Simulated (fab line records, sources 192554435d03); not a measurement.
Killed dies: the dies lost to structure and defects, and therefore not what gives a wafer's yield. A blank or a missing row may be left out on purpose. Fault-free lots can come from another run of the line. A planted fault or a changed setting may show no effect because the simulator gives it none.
Matching of chambers -- flow n5 finfet -- 4 sister chambers for N5_DUMMY_REMOVAL_STRIP_10 on rie diel-04
The step strips in N2/H2, time 40 s. 4 wafers are shown with their chamber, then 8 later ones without.

== WAFERS, EACH WITH ITS CHAMBER ==
wafer,chamber,showerhead plenum p Torr (Torr)
L088.5,2,3.43
L092.5,0,3.33
L092.6,3,3.22
L093.1,1,3.11

== WAFERS MISSING THEIR CHAMBER ==
wafer,showerhead plenum p Torr (Torr)
L093.2,3.22
L093.6,3.11
L094.1,3.22
L094.4,3.11
L094.5,3.22
L097.2,3.32
L097.3,3.21
L097.5,3.42

== EACH ONE'S CHAMBER ==
wafer,from the rows above,in truth
L093.2,3,3
L093.6,1,1
L094.1,3,3
L094.4,1,1
L094.5,3,3
L097.2,0,0
L097.3,3,3
L097.5,2,2
8 of 8 placed correctly. From these rows, 0 cannot be placed. Number placed wrongly: 0.
How it was worked out, from the rows above alone: a wafer's distance from a chamber is the root of the sum, over the readings, of the square of ((its reading less the chamber's mean) divided by the reading's scatter). The wafer belongs to the nearest chamber; if the next one is less than 2 further off, it can't be placed. For every chamber, the mean is computed from those of its wafers that are shown. The scatter: with one shown wafer a chamber, the root of the mean of the squares of how far each hidden wafer lies from its nearest shown one.
